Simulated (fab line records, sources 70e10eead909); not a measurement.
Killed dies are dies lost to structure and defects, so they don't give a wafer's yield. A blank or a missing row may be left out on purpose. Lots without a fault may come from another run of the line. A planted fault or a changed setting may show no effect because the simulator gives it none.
Chamber matching | flow nand_harc | NHARC_P_GATE_DEP_103 on pecvd-03: 3 sister chambers
The step deposits SiON, target thk 30 nm. 18 wafers are shown with their chamber, then 9 later ones without.

WAFERS WITH THEIR CHAMBER
wafer  | chamber | heater_power_w (W)
L394.1 | 1       | 742
L394.4 | 0       | 615
L394.6 | 1       | 742
L395.2 | 1       | 771
L395.5 | 1       | 759
L395.6 | 2       | 709
L396.2 | 0       | 626
L396.5 | 2       | 726
L396.6 | 0       | 625
L397.2 | 1       | 767
L397.4 | 2       | 712
L397.6 | 1       | 749
L398.3 | 0       | 598
L398.4 | 2       | 713
L398.6 | 0       | 568
L399.1 | 0       | 543
L399.2 | 2       | 695
L399.3 | 1       | 684

SIGNATURES (means of the wafers above)
reading        | chamber 0 | chamber 1 | chamber 2 | scatter within a chamber
heater_power_w | 595.83    | 744.86    | 711.00    | 27.4
Rule: a wafer's distance from a chamber is the root of the sum, over the readings, of the square of ((its reading less the chamber's mean) divided by the reading's scatter). The wafer belongs to the nearest chamber; if the next one is less than 2 further off, it can't be placed. The scatter: the root of (the sum of the squares of (reading less its chamber's mean) over the shown wafers, divided by (wafers less chambers)).

WAFERS WITHOUT THEIR CHAMBER
wafer  | heater_power_w (W)
L401.2 | 553
L401.3 | 793
L401.5 | 741
L402.1 | 564
L402.2 | 799
L402.5 | 558
L406.1 | 641
L406.3 | 650
L406.4 | 763

WHICH CHAMBER EACH WENT THROUGH
wafer  | from the rows above          | in truth
L401.2 | 0                            | 0
L401.3 | can't be placed: 1 or 2      | 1
L401.5 | can't be placed: 1 or 2      | 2
L402.1 | 0                            | 0
L402.2 | can't be placed: 1 or 2      | 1
L402.5 | 0                            | 0
L406.1 | can't be placed: 0 or 2      | 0
L406.3 | can't be placed: 0 or 2 or 1 | 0
L406.4 | can't be placed: 1 or 2      | 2
Placed correctly: 3 of 9. Can't be placed from these rows: 6 (the true chamber is among the candidates in 6). Placed wrongly: 0.
